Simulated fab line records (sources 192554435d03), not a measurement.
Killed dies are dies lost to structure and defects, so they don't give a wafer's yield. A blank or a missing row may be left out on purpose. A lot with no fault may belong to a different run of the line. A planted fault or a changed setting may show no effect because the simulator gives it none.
fab line records | flow n5_finfet | part 2 of 2: steps 4 to 6 of 6
record: lots: 21 wafers: 63 last_day: 19
route steps=1938 shown MOL_CONTACT_COAG@577 BEOL_M0_SAQP@653 BEOL_M0@729
lots that met no fault: from a run of the same line without faults
start_h: the number of hours between the record's first day and the start of the first shown wafer of the lot | wait_h: how many hours have passed since the lot's step before this one | " repeats the value in the row above | L1.1+2: one row covering several wafers at once | - no value, or no start was given | * or withheld: withheld | < > ~ a bound
route shown NAME@n: NAME is a module with steps in the file, n the number in the route of the first one | usual: the fault-free wafers' mean and standard deviation | same: alike in all rows | chamber/n: place in a boat | sites: each site's reading | _std_site: the values' standard deviation | _edge_site: outer sites' mean less inner sites' | radius_mm: for every site, how far away it sits from the centre of the wafer | mask NAME#n: copy n | behind: the tool/chamber that last shaped the wafer | hold: reason for holding the lot/hours on hold/outcome of the hold | device: the transistor (n, p or np) that didn't switch | end of line: the same wafers' tests at the end of the route | for a step that has no rows: nothing shown but its recipe | killed: not the wafer's yield, but the dies lost to structure and defects at the first sort | map: shows each die of a wafer: x if killed, . if not, _ if none is there
set.NAME: the setting the step ran with; set.NAME@STEP: the setting that earlier step ran with | model.NAME: the simulator's own value behind a step, which no gauge read
steps of the route over a sample of lots; a table a step, a row a wafer
services: a tool's chamber out of use, with start hour (start_h, from the record's first day; less than 0 if before it), hours out, and reason
== steps ==
step: N5_BEOL_M0_SAQP_STRIP_75
recipe: chemistry: CF4 resist: SiARC power_w: 300 bias_power_w: 75 pressure_mtorr: 50 cf4_flow_sccm: 150 rf_frequency_hz: 6e+07
usual: cf4_flow_sccm: 150.0/0.45 drypump_motor_current_A: 5.6/0.39 oes_product_au: 0.181/0.018 rf_vpp_V: 271.1/1.3 showerhead_plenum_p_Torr: 1.79/0.042 throttle_valve_pct: 13.63/0.24
columns lot.wafer tool chamber start_h wait_h cf4_flow_sccm drypump_motor_current_A oes_product_au rf_hours_counter_h rf_vpp_V showerhead_plenum_p_Torr throttle_valve_pct
L074.2 rie_diel-02 1 116.00 0.1 149.6 5.6 0.202 26 271.2 1.77 13.59
L074.3 " 2 " " 150.2 6.1 0.183 137 272.4 1.79 13.56
L074.5 " 2 " " 150.4 6.0 0.176 - 271.4 1.79 13.57
L075.1 rie_diel-05 1 123.38 0.1 150.3 5.6 0.165 196 272.1 1.85 13.60
L075.2 " 0 " " 150.1 5.2 0.192 66 269.7 1.75 13.21
L075.6 " 0 " " 150.4 5.2 0.203 - 270.1 1.75 13.20
L076.1 rie_diel-02 3 126.51 0.1 150.4 5.6 0.157 244 270.9 1.75 13.76
L076.3 " 0 " " 149.8 5.1 0.163 177 273.4 1.86 13.90
L076.6 " 0 " " 150.1 5.1 0.174 - 272.5 1.86 13.90
L077.1 rie_diel-06 2 129.70 0.1 150.8 5.6 0.170 162 272.9 1.86 13.59
L077.4 " 1 " " 149.3 6.6 0.158 213 270.2 1.79 13.78
L077.5 " 1 " " 149.5 6.5 0.162 - 270.9 1.79 13.76
L078.1 rie_diel-02 3 136.29 0.1 150.5 5.6 0.164 246 270.0 1.75 13.77
L078.3 " 2 " " 150.3 6.0 0.178 142 270.9 1.79 13.57
L078.5 " 2 " " 150.0 6.0 0.176 - 271.7 1.79 13.56
L079.1 rie_diel-02 3 145.11 0.1 150.1 5.6 0.156 249 271.1 1.75 13.76
L079.4 " 2 " " 149.4 6.0 0.173 145 270.8 1.79 13.59
L079.6 " 1 " " 150.1 5.6 0.195 - 269.4 1.77 13.63
L080.2 rie_diel-05 3 149.67 0.1 149.9 5.1 0.163 233 271.5 1.79 13.98
L080.5 " 0 " " 150.2 5.2 0.201 - 269.1 1.74 13.22
L080.6 " 3 " " 149.6 5.1 0.161 - 269.6 1.79 13.97
L081.1 rie_diel-06 3 154.86 0.1 150.0 5.7 0.170 176 271.3 1.86 13.77
L081.3 " 2 " " 150.4 5.6 0.171 169 271.7 1.86 13.57
L081.6 " 3 " " 149.3 5.7 0.167 - 272.0 1.86 13.77
L082.2 rie_diel-02 1 161.04 0.1 149.3 5.6 0.202 39 270.2 1.77 13.63
L082.4 " 0 " " 149.4 5.1 0.163 - 273.0 1.86 13.94
L082.5 " 1 " " 149.5 5.6 0.196 - 270.9 1.77 13.64
L083.1 rie_diel-02 0 166.98 0.1 150.6 5.1 0.165 190 272.9 1.86 13.96
L083.4 " 1 " " 150.1 5.6 0.197 - 271.3 1.77 13.63
L083.5 " 0 " " 150.6 5.1 0.162 - 271.3 1.86 13.95
L084.1 rie_diel-05 3 174.83 0.1 149.8 5.1 0.165 240 270.6 1.79 13.98
L084.5 " 3 " " 149.0 5.1 0.161 - 271.2 1.79 13.99
L084.6 " 0 " " 151.0 5.2 0.187 - 271.3 1.74 13.25
L085.1 rie_diel-02 3 181.55 0.1 150.1 5.6 0.225 0 270.4 1.75 13.17
L085.4 " 2 " " 149.9 6.0 0.174 159 270.5 1.79 13.60
L085.5 " 1 " " 150.5 5.6 0.197 - 271.4 1.77 13.65
L086.1 rie_diel-06 3 184.74 0.1 149.6 5.6 0.168 183 273.0 1.86 13.77
L086.2 " 0 " " 150.3 5.2 0.187 110 269.5 1.74 13.74
L086.4 " 2 " " 149.5 5.6 0.172 176 273.0 1.86 13.60
L088.2 rie_diel-02 3 198.38 0.1 150.2 5.6 0.221 4 269.3 1.75 13.18
L088.3 " 2 " " 150.4 6.0 0.174 163 269.9 1.79 13.61
L088.5 " 2 " " 150.2 6.0 0.177 - 270.6 1.79 13.62
L089.1 rie_diel-06 0 204.58 0.1 150.3 5.1 0.182 116 269.4 1.73 13.74
L089.3 " 2 " " 150.2 5.6 0.170 181 273.1 1.86 13.60
L089.4 " 1 " " 150.0 6.6 0.160 232 272.2 1.78 13.82
L091.1 rie_diel-06 1 215.95 0.1 150.8 6.5 0.160 235 271.0 1.78 13.80
L091.2 " 0 " " 150.4 5.2 0.181 119 269.0 1.73 13.75
L091.4 " 2 " " 150.1 5.6 0.169 184 273.0 1.86 13.60
L092.4 rie_diel-02 2 219.70 0.0 149.1 6.0 0.167 - 270.7 1.79 13.61
L092.5 " 1 " " 150.0 5.6 0.198 - 271.0 1.76 13.67
L092.6 " 3 " " 150.6 5.6 0.217 - 270.3 1.75 13.20
L093.2 rie_diel-02 3 225.78 0.1 148.9 5.6 0.211 10 269.7 1.75 13.19
L093.3 " 1 " " 149.6 5.6 0.194 59 270.8 1.76 13.68
L093.5 " 2 " " 150.1 6.0 0.170 - 271.6 1.78 13.63
L095.1 rie_diel-02 1 233.04 0.1 150.4 5.6 0.193 61 269.9 1.76 13.68
L095.3 " 3 " " 150.4 5.6 0.207 12 271.6 1.74 13.20
L095.5 " 3 " " 150.1 5.6 0.217 - 272.1 1.74 13.19
L096.1 rie_diel-02 0 249.32 0.1 149.7 5.1 0.163 205 272.5 1.86 13.97
L096.5 " 0 " " 149.6 5.1 0.167 - 272.7 1.85 13.98
L096.6 " 1 " " 150.0 5.6 0.188 - 271.0 1.76 13.71
L097.1 rie_diel-02 2 256.46 0.1 149.8 6.1 0.170 182 269.5 1.78 13.65
L097.3 " 0 " " 150.2 5.1 0.158 207 272.3 1.85 13.97
L097.5 " 1 " " 150.0 5.6 0.187 - 268.7 1.76 13.70
step: N5_BEOL_M0_DEGAS_112
recipe: ambient: vacuum temp_c: 250 time_s: 60
usual: heater_power_w: 327/29
columns lot.wafer tool chamber start_h wait_h heater_power_w
L074.2 pvd_sputter-02 - 123.64 0.5 365
L074.3 " - " " 314
L074.5 " - " " 358
L075.1 pvd_sputter-03 - 127.55 0.0 359
L075.2 " - " " 307
L075.6 " - " " 316
L076.1 pvd_sputter-02 - 134.34 0.3 315
L076.3 " - " " 356
L076.6 " - " " 368
L077.1 pvd_sputter-02 - 134.42 0.1 314
L077.4 " - " " 370
L077.5 " - " " 307
L078.1 pvd_sputter-03 - 138.41 0.2 296
L078.3 " - " " 350
L078.5 " - " " 341
L079.1 pvd_sputter-02 - 147.36 0.1 309
L079.4 " - " " 369
L079.6 " - " " 364
L080.2 pvd_sputter-01 - 153.48 0.5 281
L080.5 " - " " 299
L080.6 " - " " 335
L081.1 pvd_sputter-02 - 161.22 0.4 310
L081.3 " - " " 360
L081.6 " - " " 360
L082.2 pvd_sputter-03 - 164.77 1.1 315
L082.4 " - " " 358
L082.5 " - " " 317
L083.1 pvd_sputter-01 - 168.90 0.2 306
L083.4 " - " " 304
L083.5 " - " " 282
L084.1 pvd_sputter-01 - 180.16 1.3 296
L084.5 " - " " 268
L084.6 " - " " 336
L085.1 pvd_sputter-03 - 185.03 0.4 290
L085.4 " - " " 308
L085.5 " - " " 352
L086.1 pvd_sputter-03 - 191.01 1.8 293
L086.2 " - " " 311
L086.4 " - " " 355
L088.2 pvd_sputter-02 - 200.63 0.0 314
L088.3 " - " " 363
L088.5 " - " " 316
L089.1 pvd_sputter-01 - 229.76 2.4 353
L089.3 " - " " 305
L089.4 " - " " 278
L091.1 pvd_sputter-01 - 231.28 1.4 313
L091.2 " - " " 276
L091.4 " - " " 358
L093.2 pvd_sputter-02 - 234.40 0.4 313
L093.3 " - " " 361
L093.5 " - " " 377
L095.1 pvd_sputter-02 - 235.64 0.9 378
L095.3 " - " " 313
L095.5 " - " " 327
L092.4 pvd_sputter-02 - 235.72 0.8 378
L092.5 " - " " 357
L092.6 " - " " 311
L096.1 pvd_sputter-01 - 251.19 0.1 349
L096.5 " - " " 345
L096.6 " - " " 309
L097.1 pvd_sputter-01 - 260.40 0.6 352
L097.3 " - " " 310
L097.5 " - " " 307
step: N5_BEOL_M0_ANNEAL_117
recipe: temp_c: 400 time_s: 60 ambient: vacuum
usual: heater_power_w: 814/70
columns lot.wafer tool chamber start_h wait_h heater_power_w
L074.2 pvd_sputter-03 - 125.22 0.0 730
L074.3 " - " " 850
L074.5 " - " " 883
L075.1 pvd_sputter-03 - 128.25 0.0 883
L075.2 " - " " 735
L075.6 " - " " 731
L076.1 pvd_sputter-03 - 134.91 0.0 720
L076.3 " - " " 854
L076.6 " - " " 872
L077.1 pvd_sputter-02 - 135.01 0.0 943
L077.4 " - " " 889
L077.5 " - " " 940
L078.1 pvd_sputter-03 - 139.14 0.0 794
L078.3 " - " " 890
L078.5 " - " " 862
L079.1 pvd_sputter-01 - 148.64 0.0 817
L079.4 " - " " 706
L079.6 " - " " 810
L080.2 pvd_sputter-01 - 154.58 0.0 839
L080.5 " - " " 712
L080.6 " - " " 772
L081.1 pvd_sputter-02 - 162.06 0.0 923
L081.3 " - " " 748
L081.6 " - " " 935
L082.2 pvd_sputter-03 - 165.43 0.0 879
L082.4 " - " " 773
L082.5 " - " " 886
L083.1 pvd_sputter-01 - 169.56 0.0 757
L083.4 " - " " 764
L083.5 " - " " 694
L084.1 pvd_sputter-02 - 180.79 0.0 749
L084.5 " - " " 781
L084.6 " - " " 893
L085.1 pvd_sputter-03 - 187.75 0.0 780
L085.4 " - " " 888
L085.5 " - " " 736
L086.1 pvd_sputter-03 - 191.79 0.0 875
L086.2 " - " " 904
L086.4 " - " " 739
L088.2 pvd_sputter-02 - 201.51 0.0 743
L088.3 " - " " 893
L088.5 " - " " 788
L089.1 pvd_sputter-01 - 230.58 0.0 816
L089.3 " - " " 875
L089.4 " - " " 787
L091.1 pvd_sputter-01 - 232.74 0.0 697
L091.2 " - " " 865
L091.4 " - " " 826
L093.2 pvd_sputter-02 - 235.10 0.0 796
L093.3 " - " " 939
L093.5 " - " " 889
L095.1 pvd_sputter-01 - 236.60 0.0 773
L095.3 " - " " 883
L095.5 " - " " 806
L092.4 pvd_sputter-02 - 236.74 0.0 773
L092.5 " - " " 770
L092.6 " - " " 771
L096.1 pvd_sputter-03 - 253.50 0.0 739
L096.5 " - " " 872
L096.6 " - " " 741
L097.1 pvd_sputter-01 - 261.32 0.0 816
L097.3 " - " " 885
L097.5 " - " " 776
== services ==
columns tool chamber start_h hours kind
rie_diel-04 1 80.43 8.6 repair
rie_diel-01 2 88.49 2.0 repair
rie_diel-06 - 95.50 1.1 repair
rie_diel-02 0 110.40 10.7 repair
pvd_sputter-02 - 111.05 11.4 repair
rie_diel-03 - 111.08 2.8 pm
pvd_sputter-01 - 117.23 4.4 repair
pvd_sputter-01 - 123.44 20.3 repair
pvd_sputter-02 - 125.09 1.1 repair
rie_diel-02 - 134.86 0.7 repair
rie_diel-02 3 147.66 - clean
rie_diel-02 3 147.66 - consumable_replace:focus_ring
rie_diel-02 3 147.66 33.6 scheduled_down
rie_diel-03 0 149.41 9.5 repair
pvd_sputter-03 - 157.03 5.4 repair
rie_diel-04 2 165.85 1.5 repair
rie_diel-04 0 170.71 17.3 repair
rie_diel-01 3 183.63 4.1 repair
rie_diel-02 3 205.74 6.4 repair
rie_diel-02 0 207.35 34.2 repair
pvd_sputter-02 - 229.10 4.9 repair
rie_diel-01 2 246.55 8.5 repair
rie_diel-02 - 257.56 0.3 repair
rie_diel-05 2 260.27 5.0 repair
